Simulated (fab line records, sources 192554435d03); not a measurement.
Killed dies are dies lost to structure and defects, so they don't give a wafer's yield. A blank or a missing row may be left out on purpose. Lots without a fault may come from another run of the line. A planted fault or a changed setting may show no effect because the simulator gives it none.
A struck lot beside a sound one | flow n5_finfet | 38 steps out of a route of 1938
Sound: wafers L999.3, L999.5, L999.6. Struck: wafers L998.2, L998.5. (L998.3 of the same lot was not struck and is left out.) The cause comes at the end.
At each step with rows: each side's tool, then ch and its chambers, then its first start. Under that, the readings that differ: sound wafers | struck wafers | difference of the means | sigmas: that difference in standard deviations of wafers without a fault.
alike: readings whose means differ by less than 2 such deviations, and words and numbers that are the same on both sides. not compared: withheld readings, readings that some wafer has no value for, bounds like >300 that may hide the same value, and numbers for which the record gives no deviation and whose values overlap.
The two part at a step that has a row with sigmas, a row that says differs or no value, or rows on one side only. Numbers that don't overlap but have no deviation are shown without sigmas and don't part them. A reading that every wafer of one side lacks parts them only if that side has two wafers or more.

first, 9 steps without rows for these wafers: N5_BEOL_M4_ANNEAL_95 (time 240 s); N5_BEOL_M4_SPUTTER_96 (material Cu, target thk 4.5 nm, time 8.29 s); N5_BEOL_M4_ECD_50 (material Cu, target thk 300 nm); N5_BEOL_M4_ANNEAL_51 (time 90 s); N5_BEOL_M4_CMP_52 (polishes, stops on SiOC, t overpolish 6.8 s, target thk 40 nm); N5_BEOL_M4_PRE_CLEAN_60 (time 15 s); N5_BEOL_M4_CO_CAP_55 (material Co, precursor CCTBA/H2, target thk 2 nm, time 102.1 s); N5_BEOL_M4_PRE_CLEAN_56 (time 15 s); N5_BEOL_M4_DEP_57 (deposits SiCN from 3MS/NH3, target thk 8 nm, time 14 s).
N5_BEOL_M4_RC_MEAS_101:
  sound on prober-02 ch 0, day 14 09:19; struck on prober-01 ch 0, day 13 15:30
  reading       | sound          | struck    | difference | sigmas
  SS_N (mV/dec) | 71.3 72.2 71.2 | 70.4 70.2 | -1.3       | -2
  alike: DIBL_N, DIBL_P, IOFF_N, IOFF_P, ION_N, ION_P, SS_P, VT_N, VT_P
then, 24 steps without rows for these wafers: N5_BEOL_M5_ILD_DEP_00 (deposits SiCOH lowk from DEMS/porogen, target thk 140.64 nm, time 25.9 s); N5_BEOL_M5_CURE_79 (cures SiCOH lowk, time 240 s); N5_BEOL_M5_PECVD_70 (deposits SiO2 from TEOS/O2, target thk 16 nm, time 18 s); N5_BEOL_M5_HM_DEP_02 (deposits TiN, target thk 20 nm); N5_BEOL_M5_COAT_59 (time 60 s, resist thk 60 nm); N5_BEOL_M5_COAT_60 (time 60 s, resist thk 12 nm); N5_BEOL_M5_COAT_71 (time 60 s, resist thk 5 nm); N5_BEOL_M5_COAT_05 (resist thk 30 nm); N5_BEOL_M5_EBR_07; N5_BEOL_M5_SOFTBAKE_06 (time 60 s); N5_BEOL_M5_EXPOSE_08 (exposes mask M5, target cd 28 nm); N5_BEOL_M5_PEB_09 (peb time 60 s); N5_BEOL_M5_DEVELOP_10 (develop time 30 s); N5_BEOL_M5_DESCUM_16 (chemistry O2, time 7 s); N5_BEOL_M5_ETCH_72 (etches underlayer in N2/H2, target depth 6.5 nm, time 5.2 s); N5_BEOL_M5_ETCH_61 (etches SiARC in CF4, target depth 15.6 nm, time 26 s); N5_BEOL_M5_ETCH_62 (etches SOC in N2/H2, target depth 75 nm, overetch 15 nm, time 112.5 s); N5_BEOL_M5_STRIP_63 (strips in N2/H2); N5_BEOL_M5_STRIP_73 (strips in N2/H2); N5_BEOL_M5_STRIP_64 (strips in CF4); N5_BEOL_M5_HM_OPEN_17 (chemistry Cl2/BCl3, target TiN, target depth 20 nm, overetch 6 nm); N5_BEOL_M5_STRIP_19 (strips in O2); N5_BEOL_M5_COAT_65 (time 60 s, resist thk 60 nm); N5_BEOL_M5_COAT_66 (time 60 s, resist thk 12 nm).
N5_BEOL_M8_ILD_DEP_00: deposits SiCOH lowk from DEMS/porogen, target thk 179.75 nm, time 33.4 s.
  sound on pecvd-01 ch 0,1, day 15 16:34; struck on pecvd-04 ch 2, day 14 19:28
  reading                                            | sound       | struck  | difference | sigmas
  model.SiCOH_lowk_of_BEOL_M8_ILD_DEP_00.thk_nm (nm) | 180 184 180 | 304 308 | +125       |
  alike: heater_power_w, showerhead_plenum_p_Torr, throttle_valve_pct
N5_BEOL_M8_THK_MEAS_01:
  sound on film_metro-02, day 15 17:37; struck on film_metro-02, day 14 20:03
  reading         | sound             | struck      | difference | sigmas
  M8_ILD_THK (nm) | 155.3 158.9 155.3 | 263.8 267.6 | +109.2     | +50
N5_BEOL_M8_CMP_52: polishes, stops on SiCOH lowk, t overpolish 6.9 s, target thk 80 nm.
  sound on cmp-03 ch 0,2,3, day 16 01:51; struck on cmp-01 ch 0, day 15 02:38
  reading                                            | sound             | struck    | difference | sigmas
  model.SiCOH_lowk_of_BEOL_M8_ILD_DEP_00.thk_nm (nm) | 152.2 155.6 152.4 | 261 264.6 | +109       |
  alike: motor_current_A
-- the record jumps here: 3 days lie between the struck wafers' starts before and after (it left off in module BEOL_M8 and takes up again in module PASSIVATION, whose first step shown is number 1936 of the route) --
N5_PASSIVATION_PROBE_49:
  the record has rows for the struck wafers here (prober-02, day 18 04:58) and none for the sound ones

WHERE THEY PART
First at N5_BEOL_M4_RC_MEAS_101; last, within this record, at N5_PASSIVATION_PROBE_49.

WHY: what the simulator had put in
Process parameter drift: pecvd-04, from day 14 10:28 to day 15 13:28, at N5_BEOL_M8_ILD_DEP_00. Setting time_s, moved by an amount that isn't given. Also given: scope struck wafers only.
